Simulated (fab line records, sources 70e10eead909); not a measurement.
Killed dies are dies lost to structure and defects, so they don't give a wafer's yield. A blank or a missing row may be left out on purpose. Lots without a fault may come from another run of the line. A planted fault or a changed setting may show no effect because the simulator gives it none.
Chamber matching | flow nand_harc | NHARC_P_M1_CMP_23 on cmp-02: 4 sister chambers
The step polishes, t overpolish 20 s, target thk 157.82 nm. 14 wafers are shown with their chamber, then 7 later ones without.

WAFERS WITH THEIR CHAMBER
wafer  | chamber | motor_current_A (A) | time_to_endpoint_s (s)
L075.2 | 0       | 12.1                | 35.3
L075.3 | 2       | 12.8                | 36.0
L075.5 | 0       | 11.7                | 32.9
L079.2 | 0       | 11.4                | 29.8
L079.5 | 3       | 11.9                | 30.0
L079.6 | 0       | 12.0                | 29.7
L085.2 | 1       | 13.2                | 31.3
L085.3 | 2       | 13.3                | 32.5
L085.5 | 0       | 12.0                | 33.4
L088.3 | 1       | 13.2                | 31.1
L088.5 | 0       | 12.1                | 34.3
L088.6 | 3       | 12.2                | 32.9
L089.2 | 2       | 12.6                | 29.6
L089.3 | 0       | 12.3                | 29.6

SIGNATURES (means of the wafers above)
reading            | chamber 0 | chamber 1 | chamber 2 | chamber 3 | scatter within a chamber
motor_current_A    | 11.943    | 13.200    | 12.900    | 12.050    | 0.29
time_to_endpoint_s | 32.143    | 31.200    | 32.700    | 31.450    | 2.44
Rule: a wafer's distance from a chamber is the root of the sum, over the readings, of the square of ((its reading less the chamber's mean) divided by the reading's scatter). The wafer belongs to the nearest chamber; if the next one is less than 2 further off, it can't be placed. The scatter: the root of (the sum of the squares of (reading less its chamber's mean) over the shown wafers, divided by (wafers less chambers)).

WAFERS WITHOUT THEIR CHAMBER
wafer  | motor_current_A (A) | time_to_endpoint_s (s)
L089.5 | 12.3                | 31.0
L090.1 | 12.1                | 30.6
L090.4 | 12.8                | 32.6
L090.5 | 12.2                | 28.4
L095.3 | 12.9                | 32.3
L095.5 | 12.0                | 32.1
L095.6 | 12.3                | 28.6

WHICH CHAMBER EACH WENT THROUGH
wafer  | from the rows above               | in truth
L089.5 | can't be placed: 3 or 0 or 2      | 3
L090.1 | can't be placed: 3 or 0           | 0
L090.4 | can't be placed: 2 or 1           | 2
L090.5 | can't be placed: 3 or 0 or 2      | 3
L095.3 | can't be placed: 2 or 1           | 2
L095.5 | can't be placed: 0 or 3           | 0
L095.6 | can't be placed: 3 or 0 or 2 or 1 | 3
Placed correctly: 0 of 7. Can't be placed from these rows: 7 (the true chamber is among the candidates in 7). Placed wrongly: 0.
